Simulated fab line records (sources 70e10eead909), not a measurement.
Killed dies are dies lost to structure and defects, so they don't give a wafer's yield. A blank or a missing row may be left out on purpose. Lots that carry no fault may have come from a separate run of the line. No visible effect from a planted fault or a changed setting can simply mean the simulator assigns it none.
A struck lot beside a sound one :: flow nandHarc :: 13 out of 1159 route steps
Sound: wafers L717.3, L717.4, L717.6. Struck: wafer L733.1. (L733.2, L733.5 of the same lot were not struck and are left out.) The cause comes at the end.
Per side, at each step with rows, come the tool, then ch with its chambers, and then its first start. Under that, the readings that differ: sound wafers :: struck wafers :: difference of the means :: sigmas: that difference in standard deviations of wafers without a fault.
alike: readings whose means differ by less than 2 such deviations, and words and numbers that are the same on both sides. not compared: withheld readings, readings that some wafer has no value for, bounds like >300 that may hide the same value, and numbers for which the record gives no deviation and whose values overlap.
A row with sigmas, a row that says differs or no value, or rows on one side alone: a step with any of these is where the two part. Numbers that don't overlap but have no deviation are shown without sigmas and don't part them. A reading missing from all wafers of one side parts the sides only when that side holds two or more wafers.

first, 2 steps without rows for these wafers: NHARC_A_SOURCE_PLATE_CVD_03 (deposits poly-Si, target thk 200 nm, time 4000 s); NHARC_A_SOURCE_PLATE_ANNEAL_05 (time 1800 s).
NHARC_A_SOURCE_PLATE_THK_MEAS_06: measures by ellipsometry.
  struck on filmMetro-02, day 12 12:31; sound on filmMetro-02, day 8 09:38
reading: thkNm (nm)
sound: 194.7 199.0 197.2
struck: 202.1
difference: +5.1
sigmas: +2
NHARC_A_SOURCE_PLATE_INSPECT_08:
  struck on defectInspect-02, day 12 12:34; sound on defectInspect-01, day 8 09:43
  alike: rawDefectCount
following that, 1 step holds no rows for these wafers, namely NHARC_A_ONON_D1_DEP_00 (target thickness 1000 nm).
NHARC_A_ONON_D1_THK_MEAS_02: measures by ellipsometry.
  struck on filmMetro-02, day 12 13:09; sound on filmMetro-01, day 8 10:19
reading: thkNm (nm)
sound: 988 988 990
struck: 1008
difference: +19
sigmas: +2
following that, 1 step holds no rows for these wafers, namely NHARC_A_ONON_D1_DEP_03 (target thickness 1000 nm).
NHARC_A_ONON_D1_THK_MEAS_05: measures by ellipsometry.
  struck on filmMetro-02, day 12 13:43; sound on filmMetro-02, day 8 10:52
reading: thkNm (nm)
sound: 990 989 988
struck: 1009
difference: +20
sigmas: +2
following that, 1 step holds no rows for these wafers, namely NHARC_A_ONON_D1_DEP_06 (target thickness 1000 nm).
NHARC_A_ONON_D1_THK_MEAS_08: measures by ellipsometry.
  struck on filmMetro-01, day 12 14:17; sound on filmMetro-02, day 8 11:26
  alike: thkNm
NHARC_A_ONON_D1_DEP_09: target thk 1000 nm.
  sound on pecvdOnon-01 ch 0, day 8 11:37; struck on pecvdOnon-02 ch 0, day 12 14:34
  alike: nh3FlowSccm
NHARC_A_ONON_D1_THK_MEAS_11: measures by ellipsometry.
  struck on filmMetro-02, day 12 15:04; sound on filmMetro-02, day 8 12:02
reading: thkNm (nm)
sound: 1000 996 998
struck: 1068
difference: +70
sigmas: +7
following that, 1 step holds no rows for these wafers, namely NHARC_A_ONON_D1_DEP_12 (target thickness 1000 nm).

WHERE THEY PART
Earliest at NHARC_A_SOURCE_PLATE_THK_MEAS_06; latest, in this record, at NHARC_A_ONON_D1_THK_MEAS_11.

WHY: what the simulator had put in
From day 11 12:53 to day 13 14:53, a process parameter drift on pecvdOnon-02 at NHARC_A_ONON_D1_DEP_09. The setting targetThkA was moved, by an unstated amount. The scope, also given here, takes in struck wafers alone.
